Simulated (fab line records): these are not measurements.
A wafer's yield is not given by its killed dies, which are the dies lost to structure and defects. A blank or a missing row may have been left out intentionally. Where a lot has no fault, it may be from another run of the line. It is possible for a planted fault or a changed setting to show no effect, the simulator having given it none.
fab line records / flow nand_harc
record: lots: 14 wafers: 42 last_day: 24
route steps=1159 shown P_STI@72 P_GATE@143
lots untouched by any fault: they come from a run of this same line in which no faults occurred
start_h: hours from the record's first day to the start of the lot's first wafer shown / wait_h: hours since the lot's step before / " the same as in the row above / L1.1+2: a row that stands for several wafers / - no value, or no start given / * or withheld: withheld / < > ~ a bound
route shown NAME@n: names a module that has steps shown in the file, with the first one's number in the route / usual: the fault-free wafers' mean and standard deviation / same: alike in all rows / chamber/n: place in a boat / sites: each site's reading / _std_site: the values' standard deviation / _edge_site: mean of outer sites minus mean of inner sites / radius_mm: how far each site lies from the wafer's centre / mask NAME#n: copy n / behind: the tool/chamber that last shaped the wafer / hold: the reason the lot was held/the length of the hold in hours/how it ended / device: whichever transistor did not switch (one of n, p or np) / end of line: at the end of the route, the tests of the same wafers / step lacking rows: just its recipe / killed: count of dies lost to structure and defects at first sort (not the wafer's yield) / map: a wafer's dies, marking killed ones x, the rest . and places with no die _
set.NAME: the setting that was run; set.NAME@STEP: the one run at that earlier step / model.NAME: the simulator's own value behind a step, which no gauge read
one table for each step of the route and one row for each wafer, over a sample of lots
services: the hour from which a tool's chamber was out of use, counted from the record's first day as start_h (under 0 if before that day), plus the number of hours and why
== steps ==
step: NHARC_P_STI_OXIDE_29
recipe: target_thk_a: 100 temp_c: 900 ox_time_s: 1362 material: SiO2
usual: spike_tc_top_C: 909/3.4 zone_power_bottom_pct: 27/5.1
same: ox_time_s: 1362
lot.wafer=L822.1 tool=furnace-03 chamber=0 start_h=25.95 wait_h=- spike_tc_top_C=908 zone_power_bottom_pct=23
lot.wafer=L822.2 tool=furnace-03 chamber=0 start_h=25.95 wait_h=- spike_tc_top_C=906 zone_power_bottom_pct=23
lot.wafer=L822.6 tool=furnace-03 chamber=0 start_h=25.95 wait_h=- spike_tc_top_C=906 zone_power_bottom_pct=23
lot.wafer=L823.2 tool=furnace-06 chamber=0 start_h=31.08 wait_h=- spike_tc_top_C=915 zone_power_bottom_pct=35
lot.wafer=L823.4 tool=furnace-06 chamber=0 start_h=31.08 wait_h=- spike_tc_top_C=915 zone_power_bottom_pct=35
lot.wafer=L823.5 tool=furnace-06 chamber=0 start_h=31.08 wait_h=- spike_tc_top_C=915 zone_power_bottom_pct=34
lot.wafer=L824.1 tool=furnace-06 chamber=0 start_h=39.15 wait_h=- spike_tc_top_C=914 zone_power_bottom_pct=34
lot.wafer=L824.3 tool=furnace-06 chamber=0 start_h=39.15 wait_h=- spike_tc_top_C=916 zone_power_bottom_pct=35
lot.wafer=L824.6 tool=furnace-06 chamber=0 start_h=39.15 wait_h=- spike_tc_top_C=915 zone_power_bottom_pct=35
lot.wafer=L826.1 tool=furnace-06 chamber=0 start_h=49.04 wait_h=- spike_tc_top_C=914 zone_power_bottom_pct=35
lot.wafer=L826.2 tool=furnace-06 chamber=0 start_h=49.04 wait_h=- spike_tc_top_C=914 zone_power_bottom_pct=34
lot.wafer=L826.4 tool=furnace-06 chamber=0 start_h=49.04 wait_h=- spike_tc_top_C=915 zone_power_bottom_pct=35
lot.wafer=L828.1 tool=furnace-03 chamber=0 start_h=63.81 wait_h=- spike_tc_top_C=908 zone_power_bottom_pct=23
lot.wafer=L828.5 tool=furnace-03 chamber=0 start_h=63.81 wait_h=- spike_tc_top_C=906 zone_power_bottom_pct=23
lot.wafer=L828.6 tool=furnace-03 chamber=0 start_h=63.81 wait_h=- spike_tc_top_C=907 zone_power_bottom_pct=23
lot.wafer=L829.2 tool=furnace-03 chamber=0 start_h=63.81 wait_h=- spike_tc_top_C=907 zone_power_bottom_pct=22
lot.wafer=L829.4 tool=furnace-03 chamber=0 start_h=63.81 wait_h=- spike_tc_top_C=908 zone_power_bottom_pct=23
lot.wafer=L829.5 tool=furnace-03 chamber=0 start_h=63.81 wait_h=- spike_tc_top_C=907 zone_power_bottom_pct=23
lot.wafer=L830.1 tool=furnace-08 chamber=0 start_h=71.55 wait_h=- spike_tc_top_C=910 zone_power_bottom_pct=26
lot.wafer=L830.3 tool=furnace-08 chamber=0 start_h=71.55 wait_h=- spike_tc_top_C=907 zone_power_bottom_pct=26
lot.wafer=L830.4 tool=furnace-08 chamber=0 start_h=71.55 wait_h=- spike_tc_top_C=909 zone_power_bottom_pct=26
lot.wafer=L831.2 tool=furnace-03 chamber=0 start_h=80.98 wait_h=- spike_tc_top_C=906 zone_power_bottom_pct=23
lot.wafer=L831.3 tool=furnace-03 chamber=0 start_h=80.98 wait_h=- spike_tc_top_C=908 zone_power_bottom_pct=23
lot.wafer=L831.4 tool=furnace-03 chamber=0 start_h=80.98 wait_h=- spike_tc_top_C=908 zone_power_bottom_pct=23
lot.wafer=L832.1 tool=furnace-03 chamber=0 start_h=80.98 wait_h=- spike_tc_top_C=906 zone_power_bottom_pct=23
lot.wafer=L832.2 tool=furnace-03 chamber=0 start_h=80.98 wait_h=- spike_tc_top_C=908 zone_power_bottom_pct=23
lot.wafer=L832.6 tool=furnace-03 chamber=0 start_h=80.98 wait_h=- spike_tc_top_C=906 zone_power_bottom_pct=22
lot.wafer=L833.1 tool=furnace-06 chamber=0 start_h=89.51 wait_h=- spike_tc_top_C=915 zone_power_bottom_pct=35
lot.wafer=L833.5 tool=furnace-06 chamber=0 start_h=89.51 wait_h=- spike_tc_top_C=913 zone_power_bottom_pct=35
lot.wafer=L833.6 tool=furnace-06 chamber=0 start_h=89.51 wait_h=- spike_tc_top_C=914 zone_power_bottom_pct=34
lot.wafer=L834.1 tool=furnace-03 chamber=0 start_h=95.64 wait_h=- spike_tc_top_C=908 zone_power_bottom_pct=23
lot.wafer=L834.2 tool=furnace-03 chamber=0 start_h=95.64 wait_h=- spike_tc_top_C=907 zone_power_bottom_pct=23
lot.wafer=L834.4 tool=furnace-03 chamber=0 start_h=95.64 wait_h=- spike_tc_top_C=907 zone_power_bottom_pct=22
lot.wafer=L837.2 tool=furnace-08 chamber=0 start_h=110.19 wait_h=- spike_tc_top_C=907 zone_power_bottom_pct=26
lot.wafer=L837.4 tool=furnace-08 chamber=0 start_h=110.19 wait_h=- spike_tc_top_C=908 zone_power_bottom_pct=26
lot.wafer=L837.6 tool=furnace-08 chamber=0 start_h=110.19 wait_h=- spike_tc_top_C=909 zone_power_bottom_pct=26
lot.wafer=L837.2 tool=furnace-06 chamber=0 start_h=115.25 wait_h=1.3 spike_tc_top_C=915 zone_power_bottom_pct=34
lot.wafer=L837.4 tool=furnace-06 chamber=0 start_h=115.25 wait_h=1.3 spike_tc_top_C=916 zone_power_bottom_pct=35
lot.wafer=L837.6 tool=furnace-06 chamber=0 start_h=115.25 wait_h=1.3 spike_tc_top_C=914 zone_power_bottom_pct=35
lot.wafer=L838.1 tool=furnace-06 chamber=0 start_h=119.71 wait_h=- spike_tc_top_C=913 zone_power_bottom_pct=34
lot.wafer=L838.2 tool=furnace-06 chamber=0 start_h=119.71 wait_h=- spike_tc_top_C=912 zone_power_bottom_pct=35
lot.wafer=L838.4 tool=furnace-06 chamber=0 start_h=119.71 wait_h=- spike_tc_top_C=915 zone_power_bottom_pct=34
lot.wafer=L838.1 tool=furnace-06 chamber=0 start_h=126.89 wait_h=3.5 spike_tc_top_C=916 zone_power_bottom_pct=34
lot.wafer=L838.2 tool=furnace-06 chamber=0 start_h=126.89 wait_h=3.5 spike_tc_top_C=913 zone_power_bottom_pct=35
lot.wafer=L838.4 tool=furnace-06 chamber=0 start_h=126.89 wait_h=3.5 spike_tc_top_C=914 zone_power_bottom_pct=34
lot.wafer=L842.1 tool=furnace-03 chamber=0 start_h=140.23 wait_h=- spike_tc_top_C=908 zone_power_bottom_pct=23
lot.wafer=L842.3 tool=furnace-03 chamber=0 start_h=140.23 wait_h=- spike_tc_top_C=906 zone_power_bottom_pct=23
lot.wafer=L842.5 tool=furnace-03 chamber=0 start_h=140.23 wait_h=- spike_tc_top_C=906 zone_power_bottom_pct=23
lot.wafer=L842.1 tool=furnace-03 chamber=0 start_h=144.32 wait_h=0.4 spike_tc_top_C=906 zone_power_bottom_pct=23
lot.wafer=L842.3 tool=furnace-03 chamber=0 start_h=144.32 wait_h=0.4 spike_tc_top_C=907 zone_power_bottom_pct=22
lot.wafer=L842.5 tool=furnace-03 chamber=0 start_h=144.32 wait_h=0.4 spike_tc_top_C=907 zone_power_bottom_pct=23
step: NHARC_P_STI_OVL_MEAS_10
usual: overlay_x_nm: -2/4.9 overlay_y_nm: 0/5.9
lot.wafer=L822.1 tool=overlay-01 chamber=- start_h=37.46 wait_h=- overlay_x_nm=-6 overlay_y_nm=-1
lot.wafer=L822.2 tool=overlay-01 chamber=- start_h=37.46 wait_h=- overlay_x_nm=-5 overlay_y_nm=-2
lot.wafer=L822.6 tool=overlay-01 chamber=- start_h=37.46 wait_h=- overlay_x_nm=-5 overlay_y_nm=-2
lot.wafer=L823.2 tool=overlay-02 chamber=- start_h=42.42 wait_h=- overlay_x_nm=2 overlay_y_nm=-4
lot.wafer=L823.4 tool=overlay-02 chamber=- start_h=42.42 wait_h=- overlay_x_nm=2 overlay_y_nm=-3
lot.wafer=L823.5 tool=overlay-02 chamber=- start_h=42.42 wait_h=- overlay_x_nm=2 overlay_y_nm=-3
lot.wafer=L824.1 tool=overlay-01 chamber=- start_h=50.69 wait_h=- overlay_x_nm=1 overlay_y_nm=-4
lot.wafer=L824.3 tool=overlay-01 chamber=- start_h=50.69 wait_h=- overlay_x_nm=1 overlay_y_nm=-4
lot.wafer=L824.6 tool=overlay-01 chamber=- start_h=50.69 wait_h=- overlay_x_nm=1 overlay_y_nm=-4
lot.wafer=L826.1 tool=overlay-02 chamber=- start_h=60.51 wait_h=- overlay_x_nm=-8 overlay_y_nm=-1
lot.wafer=L826.2 tool=overlay-02 chamber=- start_h=60.51 wait_h=- overlay_x_nm=-8 overlay_y_nm=0
lot.wafer=L826.4 tool=overlay-02 chamber=- start_h=60.51 wait_h=- overlay_x_nm=-8 overlay_y_nm=0
lot.wafer=L829.2 tool=overlay-01 chamber=- start_h=75.32 wait_h=- overlay_x_nm=-4 overlay_y_nm=-4
lot.wafer=L829.4 tool=overlay-01 chamber=- start_h=75.32 wait_h=- overlay_x_nm=-4 overlay_y_nm=-3
lot.wafer=L829.5 tool=overlay-01 chamber=- start_h=75.32 wait_h=- overlay_x_nm=-4 overlay_y_nm=-3
lot.wafer=L828.1 tool=overlay-01 chamber=- start_h=75.47 wait_h=- overlay_x_nm=-1 overlay_y_nm=-2
lot.wafer=L828.5 tool=overlay-01 chamber=- start_h=75.47 wait_h=- overlay_x_nm=-1 overlay_y_nm=-2
lot.wafer=L828.6 tool=overlay-01 chamber=- start_h=75.47 wait_h=- overlay_x_nm=-1 overlay_y_nm=-2
lot.wafer=L830.1 tool=overlay-02 chamber=- start_h=83.01 wait_h=- overlay_x_nm=-9 overlay_y_nm=-4
lot.wafer=L830.3 tool=overlay-02 chamber=- start_h=83.01 wait_h=- overlay_x_nm=-9 overlay_y_nm=-3
lot.wafer=L830.4 tool=overlay-02 chamber=- start_h=83.01 wait_h=- overlay_x_nm=-9 overlay_y_nm=-4
lot.wafer=L831.2 tool=overlay-01 chamber=- start_h=92.48 wait_h=- overlay_x_nm=1 overlay_y_nm=8
lot.wafer=L831.3 tool=overlay-01 chamber=- start_h=92.48 wait_h=- overlay_x_nm=1 overlay_y_nm=8
lot.wafer=L831.4 tool=overlay-01 chamber=- start_h=92.48 wait_h=- overlay_x_nm=1 overlay_y_nm=8
lot.wafer=L832.1 tool=overlay-02 chamber=- start_h=92.65 wait_h=- overlay_x_nm=7 overlay_y_nm=8
lot.wafer=L832.2 tool=overlay-02 chamber=- start_h=92.65 wait_h=- overlay_x_nm=8 overlay_y_nm=8
lot.wafer=L832.6 tool=overlay-02 chamber=- start_h=92.65 wait_h=- overlay_x_nm=7 overlay_y_nm=8
lot.wafer=L833.1 tool=overlay-01 chamber=- start_h=100.95 wait_h=- overlay_x_nm=-1 overlay_y_nm=6
lot.wafer=L833.5 tool=overlay-01 chamber=- start_h=100.95 wait_h=- overlay_x_nm=-1 overlay_y_nm=6
lot.wafer=L833.6 tool=overlay-01 chamber=- start_h=100.95 wait_h=- overlay_x_nm=-1 overlay_y_nm=6
lot.wafer=L834.1 tool=overlay-01 chamber=- start_h=107.02 wait_h=- overlay_x_nm=-7 overlay_y_nm=-3
lot.wafer=L834.2 tool=overlay-01 chamber=- start_h=107.02 wait_h=- overlay_x_nm=-8 overlay_y_nm=-4
lot.wafer=L834.4 tool=overlay-01 chamber=- start_h=107.02 wait_h=- overlay_x_nm=-8 overlay_y_nm=-3
lot.wafer=L837.2 tool=overlay-01 chamber=- start_h=124.83 wait_h=- overlay_x_nm=-6 overlay_y_nm=4
lot.wafer=L837.4 tool=overlay-01 chamber=- start_h=124.83 wait_h=- overlay_x_nm=-6 overlay_y_nm=3
lot.wafer=L837.6 tool=overlay-01 chamber=- start_h=124.83 wait_h=- overlay_x_nm=-6 overlay_y_nm=4
lot.wafer=L838.1 tool=overlay-02 chamber=- start_h=137.05 wait_h=- overlay_x_nm=-5 overlay_y_nm=0
lot.wafer=L838.2 tool=overlay-02 chamber=- start_h=137.05 wait_h=- overlay_x_nm=-5 overlay_y_nm=0
lot.wafer=L838.4 tool=overlay-02 chamber=- start_h=137.05 wait_h=- overlay_x_nm=-5 overlay_y_nm=0
lot.wafer=L842.1 tool=overlay-02 chamber=- start_h=154.88 wait_h=- overlay_x_nm=7 overlay_y_nm=-1
lot.wafer=L842.3 tool=overlay-02 chamber=- start_h=154.88 wait_h=- overlay_x_nm=6 overlay_y_nm=-1
lot.wafer=L842.5 tool=overlay-02 chamber=- start_h=154.88 wait_h=- overlay_x_nm=6 overlay_y_nm=0
step: NHARC_P_GATE_INSPECT_28
usual: raw_defect_count: 7/3
lot.wafer=L822.1 tool=defect_inspect-01 chamber=- start_h=91.68 wait_h=0.0 raw_defect_count=2
lot.wafer=L822.2 tool=defect_inspect-01 chamber=- start_h=91.68 wait_h=0.0 raw_defect_count=2
lot.wafer=L822.6 tool=defect_inspect-01 chamber=- start_h=91.68 wait_h=0.0 raw_defect_count=5
lot.wafer=L823.2 tool=defect_inspect-01 chamber=- start_h=91.84 wait_h=0.0 raw_defect_count=9
lot.wafer=L823.4 tool=defect_inspect-01 chamber=- start_h=91.84 wait_h=0.0 raw_defect_count=3
lot.wafer=L823.5 tool=defect_inspect-01 chamber=- start_h=91.84 wait_h=0.0 raw_defect_count=3
lot.wafer=L824.1 tool=defect_inspect-02 chamber=- start_h=105.50 wait_h=0.0 raw_defect_count=9
lot.wafer=L824.3 tool=defect_inspect-02 chamber=- start_h=105.50 wait_h=0.0 raw_defect_count=9
lot.wafer=L824.6 tool=defect_inspect-02 chamber=- start_h=105.50 wait_h=0.0 raw_defect_count=8
lot.wafer=L826.1 tool=defect_inspect-01 chamber=- start_h=112.62 wait_h=0.0 raw_defect_count=4
lot.wafer=L826.2 tool=defect_inspect-01 chamber=- start_h=112.62 wait_h=0.0 raw_defect_count=3
lot.wafer=L826.4 tool=defect_inspect-01 chamber=- start_h=112.62 wait_h=0.0 raw_defect_count=5
lot.wafer=L828.1 tool=defect_inspect-01 chamber=- start_h=129.55 wait_h=0.0 raw_defect_count=2
lot.wafer=L828.5 tool=defect_inspect-01 chamber=- start_h=129.55 wait_h=0.0 raw_defect_count=7
lot.wafer=L828.6 tool=defect_inspect-01 chamber=- start_h=129.55 wait_h=0.0 raw_defect_count=10
lot.wafer=L829.2 tool=defect_inspect-02 chamber=- start_h=129.58 wait_h=0.0 raw_defect_count=11
lot.wafer=L829.4 tool=defect_inspect-02 chamber=- start_h=129.58 wait_h=0.0 raw_defect_count=11
lot.wafer=L829.5 tool=defect_inspect-02 chamber=- start_h=129.58 wait_h=0.0 raw_defect_count=3
lot.wafer=L830.1 tool=defect_inspect-01 chamber=- start_h=135.04 wait_h=0.0 raw_defect_count=11
lot.wafer=L830.3 tool=defect_inspect-01 chamber=- start_h=135.04 wait_h=0.0 raw_defect_count=5
lot.wafer=L830.4 tool=defect_inspect-01 chamber=- start_h=135.04 wait_h=0.0 raw_defect_count=7
lot.wafer=L832.1 tool=defect_inspect-01 chamber=- start_h=148.83 wait_h=0.0 raw_defect_count=4
lot.wafer=L832.2 tool=defect_inspect-01 chamber=- start_h=148.83 wait_h=0.0 raw_defect_count=1
lot.wafer=L832.6 tool=defect_inspect-01 chamber=- start_h=148.83 wait_h=0.0 raw_defect_count=7
lot.wafer=L831.2 tool=defect_inspect-01 chamber=- start_h=149.27 wait_h=0.0 raw_defect_count=9
lot.wafer=L831.3 tool=defect_inspect-01 chamber=- start_h=149.27 wait_h=0.0 raw_defect_count=5
lot.wafer=L831.4 tool=defect_inspect-01 chamber=- start_h=149.27 wait_h=0.0 raw_defect_count=12
lot.wafer=L833.1 tool=defect_inspect-02 chamber=- start_h=152.90 wait_h=0.0 raw_defect_count=7
lot.wafer=L833.5 tool=defect_inspect-02 chamber=- start_h=152.90 wait_h=0.0 raw_defect_count=5
lot.wafer=L833.6 tool=defect_inspect-02 chamber=- start_h=152.90 wait_h=0.0 raw_defect_count=13
lot.wafer=L834.1 tool=defect_inspect-01 chamber=- start_h=166.90 wait_h=0.0 raw_defect_count=7
lot.wafer=L834.2 tool=defect_inspect-01 chamber=- start_h=166.90 wait_h=0.0 raw_defect_count=5
lot.wafer=L834.4 tool=defect_inspect-01 chamber=- start_h=166.90 wait_h=0.0 raw_defect_count=6
lot.wafer=L837.2 tool=defect_inspect-01 chamber=- start_h=178.67 wait_h=0.0 raw_defect_count=3
lot.wafer=L837.4 tool=defect_inspect-01 chamber=- start_h=178.67 wait_h=0.0 raw_defect_count=7
lot.wafer=L837.6 tool=defect_inspect-01 chamber=- start_h=178.67 wait_h=0.0 raw_defect_count=2
lot.wafer=L838.1 tool=defect_inspect-02 chamber=- start_h=186.43 wait_h=0.0 raw_defect_count=10
lot.wafer=L838.2 tool=defect_inspect-02 chamber=- start_h=186.43 wait_h=0.0 raw_defect_count=6
lot.wafer=L838.4 tool=defect_inspect-02 chamber=- start_h=186.43 wait_h=0.0 raw_defect_count=7
lot.wafer=L842.1 tool=defect_inspect-01 chamber=- start_h=210.45 wait_h=0.0 raw_defect_count=5
lot.wafer=L842.3 tool=defect_inspect-01 chamber=- start_h=210.45 wait_h=0.0 raw_defect_count=10
lot.wafer=L842.5 tool=defect_inspect-01 chamber=- start_h=210.45 wait_h=0.0 raw_defect_count=3
step: NHARC_P_GATE_ALD_36
recipe: target_thk_a: 200 pulse_time_s: 60 ald_cycles: 223 temp_c: 400 material: SiNx
usual: heater_power_w: 839/93 precursor_pulse_height_rel: 1.001/0.019
lot.wafer=L822.1 tool=ald_sin-04 chamber=2 start_h=94.10 wait_h=- heater_power_w=692 precursor_pulse_height_rel=1.000
lot.wafer=L822.2 tool=ald_sin-04 chamber=0 start_h=96.23 wait_h=- heater_power_w=905 precursor_pulse_height_rel=0.995
lot.wafer=L822.6 tool=ald_sin-04 chamber=1 start_h=97.29 wait_h=- heater_power_w=968 precursor_pulse_height_rel=1.017
lot.wafer=L823.4 tool=ald_sin-02 chamber=2 start_h=95.31 wait_h=- heater_power_w=818 precursor_pulse_height_rel=0.946
lot.wafer=L823.2 tool=ald_sin-02 chamber=3 start_h=96.36 wait_h=- heater_power_w=806 precursor_pulse_height_rel=0.969
lot.wafer=L823.5 tool=ald_sin-02 chamber=0 start_h=97.41 wait_h=- heater_power_w=740 precursor_pulse_height_rel=0.991
lot.wafer=L824.1 tool=ald_sin-02 chamber=2 start_h=107.42 wait_h=- heater_power_w=805 precursor_pulse_height_rel=0.988
lot.wafer=L824.3 tool=ald_sin-02 chamber=1 start_h=113.78 wait_h=- heater_power_w=856 precursor_pulse_height_rel=1.027
lot.wafer=L824.6 tool=ald_sin-02 chamber=1 start_h=118.02 wait_h=- heater_power_w=845 precursor_pulse_height_rel=1.017
lot.wafer=L826.2 tool=ald_sin-03 chamber=3 start_h=113.93 wait_h=- heater_power_w=744 precursor_pulse_height_rel=1.008
lot.wafer=L826.4 tool=ald_sin-03 chamber=0 start_h=114.99 wait_h=- heater_power_w=862 precursor_pulse_height_rel=1.044
lot.wafer=L826.1 tool=ald_sin-03 chamber=2 start_h=117.09 wait_h=- heater_power_w=904 precursor_pulse_height_rel=1.018
lot.wafer=L829.2 tool=ald_sin-03 chamber=1 start_h=131.10 wait_h=- heater_power_w=1038 precursor_pulse_height_rel=0.973
lot.wafer=L829.4 tool=ald_sin-03 chamber=3 start_h=133.23 wait_h=- heater_power_w=733 precursor_pulse_height_rel=1.006
lot.wafer=L829.5 tool=ald_sin-03 chamber=1 start_h=135.37 wait_h=- heater_power_w=1009 precursor_pulse_height_rel=1.000
lot.wafer=L828.1 tool=ald_sin-02 chamber=0 start_h=132.15 wait_h=- heater_power_w=744 precursor_pulse_height_rel=1.006
lot.wafer=L828.6 tool=ald_sin-02 chamber=3 start_h=135.32 wait_h=- heater_power_w=800 precursor_pulse_height_rel=0.990
lot.wafer=L828.5 tool=ald_sin-02 chamber=0 start_h=136.38 wait_h=- heater_power_w=732 precursor_pulse_height_rel=0.997
lot.wafer=L830.1 tool=ald_sin-04 chamber=1 start_h=137.79 wait_h=- heater_power_w=955 precursor_pulse_height_rel=1.013
lot.wafer=L830.3 tool=ald_sin-04 chamber=2 start_h=139.22 wait_h=- heater_power_w=711 precursor_pulse_height_rel=1.004
lot.wafer=L830.4 tool=ald_sin-04 chamber=3 start_h=140.65 wait_h=- heater_power_w=816 precursor_pulse_height_rel=1.001
lot.wafer=L831.2 tool=ald_sin-03 chamber=0 start_h=150.64 wait_h=- heater_power_w=881 precursor_pulse_height_rel=1.006
lot.wafer=L831.3 tool=ald_sin-03 chamber=1 start_h=152.03 wait_h=- heater_power_w=1023 precursor_pulse_height_rel=1.012
lot.wafer=L831.4 tool=ald_sin-03 chamber=1 start_h=156.22 wait_h=- heater_power_w=1029 precursor_pulse_height_rel=1.008
lot.wafer=L832.1 tool=ald_sin-02 chamber=0 start_h=152.29 wait_h=- heater_power_w=738 precursor_pulse_height_rel=0.982
lot.wafer=L832.2 tool=ald_sin-02 chamber=1 start_h=153.36 wait_h=- heater_power_w=814 precursor_pulse_height_rel=1.013
lot.wafer=L832.6 tool=ald_sin-02 chamber=3 start_h=155.50 wait_h=- heater_power_w=782 precursor_pulse_height_rel=1.009
lot.wafer=L833.1 tool=ald_sin-04 chamber=2 start_h=155.62 wait_h=- heater_power_w=705 precursor_pulse_height_rel=1.027
lot.wafer=L833.5 tool=ald_sin-04 chamber=1 start_h=158.39 wait_h=- heater_power_w=957 precursor_pulse_height_rel=0.992
lot.wafer=L833.6 tool=ald_sin-04 chamber=0 start_h=161.16 wait_h=- heater_power_w=907 precursor_pulse_height_rel=1.029
lot.wafer=L834.1 tool=ald_sin-02 chamber=1 start_h=168.23 wait_h=- heater_power_w=830 precursor_pulse_height_rel=1.007
lot.wafer=L834.2 tool=ald_sin-02 chamber=3 start_h=170.31 wait_h=- heater_power_w=772 precursor_pulse_height_rel=0.982
lot.wafer=L834.4 tool=ald_sin-02 chamber=0 start_h=171.36 wait_h=- heater_power_w=747 precursor_pulse_height_rel=0.992
lot.wafer=L837.2 tool=ald_sin-02 chamber=2 start_h=180.04 wait_h=- heater_power_w=811 precursor_pulse_height_rel=0.990
lot.wafer=L837.4 tool=ald_sin-02 chamber=0 start_h=182.14 wait_h=- heater_power_w=736 precursor_pulse_height_rel=0.969
lot.wafer=L837.6 tool=ald_sin-02 chamber=2 start_h=184.23 wait_h=- heater_power_w=820 precursor_pulse_height_rel=1.036
lot.wafer=L838.4 tool=ald_sin-03 chamber=3 start_h=187.92 wait_h=- heater_power_w=738 precursor_pulse_height_rel=1.008
lot.wafer=L838.1 tool=ald_sin-03 chamber=1 start_h=190.04 wait_h=- heater_power_w=1036 precursor_pulse_height_rel=0.994
lot.wafer=L838.2 tool=ald_sin-03 chamber=2 start_h=191.11 wait_h=- heater_power_w=887 precursor_pulse_height_rel=0.998
lot.wafer=L842.1 tool=ald_sin-03 chamber=1 start_h=213.92 wait_h=- heater_power_w=1044 precursor_pulse_height_rel=1.007
lot.wafer=L842.3 tool=ald_sin-03 chamber=2 start_h=214.97 wait_h=- heater_power_w=906 precursor_pulse_height_rel=0.996
lot.wafer=L842.5 tool=ald_sin-03 chamber=3 start_h=216.02 wait_h=- heater_power_w=768 precursor_pulse_height_rel=1.036
== services ==
tool=furnace-08 chamber=- start_h=19.58 hours=26.0 kind=pm
tool=ald_sin-04 chamber=- start_h=21.27 hours=10.0 kind=pm
tool=ald_sin-04 chamber=2 start_h=44.43 hours=1.7 kind=repair
tool=ald_sin-03 chamber=- start_h=45.99 hours=0.4 kind=repair
tool=ald_sin-02 chamber=- start_h=50.00 hours=10.0 kind=pm
tool=ald_sin-02 chamber=0 start_h=50.00 hours=10.0 kind=vent_cycle
tool=ald_sin-02 chamber=1 start_h=50.00 hours=10.0 kind=vent_cycle
tool=ald_sin-02 chamber=2 start_h=50.00 hours=10.0 kind=vent_cycle
tool=ald_sin-02 chamber=3 start_h=50.00 hours=10.0 kind=vent_cycle
tool=ald_sin-02 chamber=0 start_h=60.00 hours=- kind=clean
tool=ald_sin-02 chamber=1 start_h=60.00 hours=- kind=clean
tool=ald_sin-02 chamber=2 start_h=60.00 hours=- kind=clean
tool=ald_sin-02 chamber=3 start_h=60.00 hours=- kind=clean
tool=ald_sin-02 chamber=3 start_h=101.10 hours=14.4 kind=repair
tool=ald_sin-03 chamber=- start_h=102.00 hours=10.0 kind=pm
tool=ald_sin-03 chamber=0 start_h=102.00 hours=10.0 kind=vent_cycle
tool=ald_sin-03 chamber=1 start_h=102.00 hours=10.0 kind=vent_cycle
tool=ald_sin-02 chamber=0 start_h=104.95 hours=6.1 kind=repair
tool=ald_sin-04 chamber=0 start_h=115.93 hours=26.3 kind=repair
tool=ald_sin-03 chamber=3 start_h=139.29 hours=19.6 kind=repair
tool=furnace-06 chamber=- start_h=148.95 hours=34.4 kind=repair
tool=ald_sin-04 chamber=3 start_h=152.41 hours=19.4 kind=repair
tool=furnace-06 chamber=- start_h=200.30 hours=26.0 kind=pm
tool=ald_sin-02 chamber=- start_h=208.30 hours=0.5 kind=repair
== key ==
first_sign: step: NHARC_P_STI_OXIDE_29 reading: visit direction: added
effect none on later readings
met_at NHARC_P_STI_OXIDE_29
struck_lots L837,L838,L842
tester_left_out L837,L838,L842
not_acting_at NHARC_P_STI_OVL_MEAS_10,NHARC_P_GATE_INSPECT_28,NHARC_P_GATE_ALD_36
fault: kind: repeated_step_whole tool: furnace-03,furnace-06,furnace-08 chamber: - onset_h: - steps: NHARC_P_STI_OXIDE_29 times: 1 scope: struck_lots_only
tester_left_out: of these lots the tester's yield and bins aren't shown, on N5 and GAA mostly nor the transistor test; their killed dies are dies lost to structure and defects alone, not to doping, threshold or leakage, so they don't give the yield
